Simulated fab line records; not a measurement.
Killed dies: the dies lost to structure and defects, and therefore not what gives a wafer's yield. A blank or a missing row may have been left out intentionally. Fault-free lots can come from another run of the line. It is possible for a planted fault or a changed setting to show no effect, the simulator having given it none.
One fault through the eyes of 2 desks / flow nand harc / only its own numbers are on each desk; what lay behind them is given at the end

== THE TOOL OWNER'S DESK: cvd w-01 ==
The tool's own readings at NHARC_A_BLC_CVD_24 (deposits W, target thk 150 nm, time 434 s): means of the sampled wafers that have a number, for each lot that ran on this tool. The brackets show how far a lot's mean lies from the usual mean; more than 4 standard deviations puts the lot out of limits, marked OUT.
Columns: A = heater power w at NHARC_A_BLC_CVD_24, usual 482 W; B = throttle valve pct at NHARC_A_BLC_CVD_24, usual 8.1 %
lot=L250; first seen here=day 23 10:04; A=475; B=8.2
lot=L251; first seen here=day 24 14:09; A=510; B=8.5
lot=L259; first seen here=day 27 10:25; A=476; B=8.3
lot=L260; first seen here=day 27 11:47; A=471; B=8.2
This desk found nothing out of limits on any of the 4 lots.

== THE DEFECT DESK ==
For each lot, the counts of the inspections along the route, averaged over the sampled wafers that have a number. The brackets show how far a lot's mean lies from the usual mean; more than 4 standard deviations puts the lot out of limits, marked OUT.
Columns: A = raw defect count at NHARC_A_BLC_INSPECT_12, usual 83
lot=L248; first seen here=day 22 16:32; A=96
lot=L250; first seen here=day 23 07:33; A=73
lot=L249; first seen here=day 23 08:47; A=108
lot=L251; first seen here=day 24 12:05; A=111
lot=L253; first seen here=day 25 00:22; A=60
lot=L259; first seen here=day 27 08:16; A=86
lot=L260; first seen here=day 27 09:36; A=143
lot=L262; first seen here=day 28 17:23; A=75
lot=L263; first seen here=day 29 04:35; A=159
lot=L265; first seen here=day 29 10:29; A=24
lot=L270; first seen here=day 31 14:26; A=13
This desk found nothing out of limits on any of the 11 lots.

== BROUGHT TOGETHER ==
The tool owner's desk saw nothing out of limits.
Nothing the defect desk looked at was out of limits.

== WHAT THE SIMULATOR PUT IN ==
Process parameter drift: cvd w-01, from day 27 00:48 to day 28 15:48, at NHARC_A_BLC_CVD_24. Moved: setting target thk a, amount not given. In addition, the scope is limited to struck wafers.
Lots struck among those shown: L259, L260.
